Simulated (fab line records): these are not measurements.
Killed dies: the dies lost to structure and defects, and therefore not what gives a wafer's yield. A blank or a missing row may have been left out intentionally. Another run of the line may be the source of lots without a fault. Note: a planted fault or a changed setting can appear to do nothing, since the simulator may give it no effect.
Matching of chambers | flow nandHarc | NHARC_P_M0_DESCUM_14 on rieDiel-12 has 4 sister chambers
The step chemistry O2, time 3 s. 16 wafers are shown with their chamber, then 8 later ones without.

## WAFERS, EACH WITH ITS CHAMBER
wafer  | chamber | showerheadPlenumPTorr (Torr) | drypumpMotorCurrentA (A) | oesProductAu (a.u.)
L077.1 | 2       | 2.03                         | 5.5                      | 1.001
L077.4 | 3       | 1.97                         | 5.7                      | 1.002
L077.6 | 2       | 2.03                         | 5.5                      | 1.008
L080.1 | 1       | 1.90                         | 4.9                      | 1.027
L080.3 | 0       | 1.99                         | 5.0                      | 1.004
L080.5 | 0       | 1.99                         | 4.9                      | 0.998
L088.2 | 2       | 2.02                         | 5.5                      | 0.995
L088.3 | 3       | 1.96                         | 5.7                      | 1.002
L088.6 | 0       | 1.99                         | 4.9                      | 0.997
L089.1 | 3       | 1.96                         | 5.7                      | 0.994
L089.4 | 2       | 2.02                         | 5.4                      | 1.013
L089.6 | 3       | 1.96                         | 5.7                      | 0.985
L090.1 | 1       | 1.90                         | 4.9                      | 1.009
L090.3 | 2       | 2.02                         | 5.5                      | 1.011
L090.6 | 1       | 1.90                         | 4.9                      | 1.023
L091.4 | 1       | 1.90                         | 5.0                      | 1.020

SIGNATURES (averages over the wafers above)
reading               | chamber 0 | chamber 1 | chamber 2 | chamber 3 | scatter within a chamber
showerheadPlenumPTorr | 1.9900    | 1.9000    | 2.0240    | 1.9625    | 0.00403
drypumpMotorCurrentA  | 4.933     | 4.925     | 5.480     | 5.700     | 0.043
oesProductAu          | 0.99967   | 1.01975   | 1.00560   | 0.99575   | 0.00723
Rule: for a wafer and a chamber, the distance is found by dividing, reading by reading, the gap between the wafer's reading and the chamber's mean by the reading's scatter, squaring, summing and taking the root. The wafer belongs to the nearest chamber; if the next one is less than 2 further off, it can't be placed. The scatter: take each reading less its chamber's mean, square it, sum over the shown wafers, divide by the number of wafers less the number of chambers, and take the root.

## WAFERS WITH NO CHAMBER GIVEN
wafer  | showerheadPlenumPTorr (Torr) | drypumpMotorCurrentA (A) | oesProductAu (a.u.)
L091.5 | 2.02                         | 5.4                      | 1.007
L091.6 | 1.96                         | 5.7                      | 0.993
L092.3 | 1.90                         | 4.9                      | 1.017
L092.4 | 1.96                         | 5.7                      | 0.996
L092.6 | 1.90                         | 4.9                      | 1.025
L096.1 | 1.99                         | 4.9                      | 1.000
L096.2 | 1.96                         | 5.7                      | 1.006
L096.6 | 1.99                         | 4.9                      | 0.998

## CHAMBER TAKEN BY EACH
wafer  | from the rows above | in truth
L091.5 | 2                   | 2
L091.6 | 3                   | 3
L092.3 | 1                   | 1
L092.4 | 3                   | 3
L092.6 | 1                   | 1
L096.1 | 0                   | 0
L096.2 | 3                   | 3
L096.6 | 0                   | 0
Correctly placed: 8 of 8. Left unplaced by these rows: 0. 0 placed wrongly.
